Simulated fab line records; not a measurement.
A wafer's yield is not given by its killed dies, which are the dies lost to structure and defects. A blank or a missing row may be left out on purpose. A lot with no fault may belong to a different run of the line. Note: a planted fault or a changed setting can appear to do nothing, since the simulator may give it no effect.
Code-filled problem report in 8D (eight disciplines) form + flow nand harc + the parts of the form that need people (team, actions taken, sign-off) are left out

1. THE PROBLEM
susceptor temp C at NHARC_A_CHANNEL_FILL_D2_ALD_15 reads a mean of 606.4 C on 6 wafers of 2 lots; wafers without a fault read 630.0 C with a standard deviation of 0.31. That is -76 standard deviations from the usual mean.
The step: deposits SiNx, target thk 2 nm, pulse time 60 s, ald cycles 19.
Earliest sighting: wafer L204.3 on ald sin batch-02 at day 18 23:19. The record holds 36 wafers of 12 lots with a number at this step. Rule for "out", or "out of limits": more than 4 standard deviations from the usual mean. All remaining wafers that have a number are taken as sound.

2. WHAT IT IS, WHAT IT ISN'T
| question                    | is                     | is not                                                                                             |
|-----------------------------|------------------------|----------------------------------------------------------------------------------------------------|
| which readings at this step | susceptor temp C       | -                                                                                                  |
| which lots                  | L204, L205             | L194, L199, L201, L202, L211, L212, L213, L214, L215, L216                                         |
| which wafers of those lots  | all that have a number | -                                                                                                  |
| read on which tools         | ald sin batch-02       | ald sin batch-01, ald sin batch-03                                                                 |
| when                        | from day 18 23:19      | up to then (12 sound wafers); but 18 sound wafers of L211, L212, L213, L214, L215, L216 came after |

3. WHAT RULES OUT EACH SUSPECT
Counting: a tool stays on the suspect list if, at a process step up to the reading, it processed all lots that are out and no sound lot following the first of them.
- ald sin batch-02 at NHARC_A_CHANNEL_FILL_D2_ALD_15 (deposits SiNx, target thk 2 nm, pulse time 60 s, ald cycles 19): ruled out as a lasting fault. After its first lot that is out, L204 (day 18 23:19), sound lots L214, L215, L216 ran on it.
Left after counting: nothing in the record.

4. THE CAUSE (what the simulator had put in)
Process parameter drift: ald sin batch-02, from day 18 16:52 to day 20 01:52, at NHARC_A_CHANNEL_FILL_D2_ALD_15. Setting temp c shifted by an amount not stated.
Counting ruled it out, wrongly.

5. THE EFFECT CHAIN, in route order
Rows list readings where the struck wafers' mean (over those with a number) sits beyond 3 standard deviations from the usual. Readings are gone through only where the record gives a usual standard deviation; hours: the median, over the lots, of the time from a lot's start at the first step in this table giving one to that lot's start at this step; sigmas: the change measured in usual standard deviations.
| hours | step                           | reading          | usual   | on struck wafers | change | sigmas |
|-------|--------------------------------|------------------|---------|------------------|--------|--------|
| 0     | NHARC_A_CHANNEL_FILL_D2_ALD_15 | susceptor temp C | 630.0 C | 606.4            | -23.6  | -76    |
Process steps it contains:
- NHARC_A_CHANNEL_FILL_D2_ALD_15: deposits SiNx, target thk 2 nm, pulse time 60 s, ald cycles 19.

6. WHAT WOULD HAVE CAUGHT IT SOONER
In this record the first reading out of limits was taken at day 18 23:19, 6 hours after the fault began at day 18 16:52.
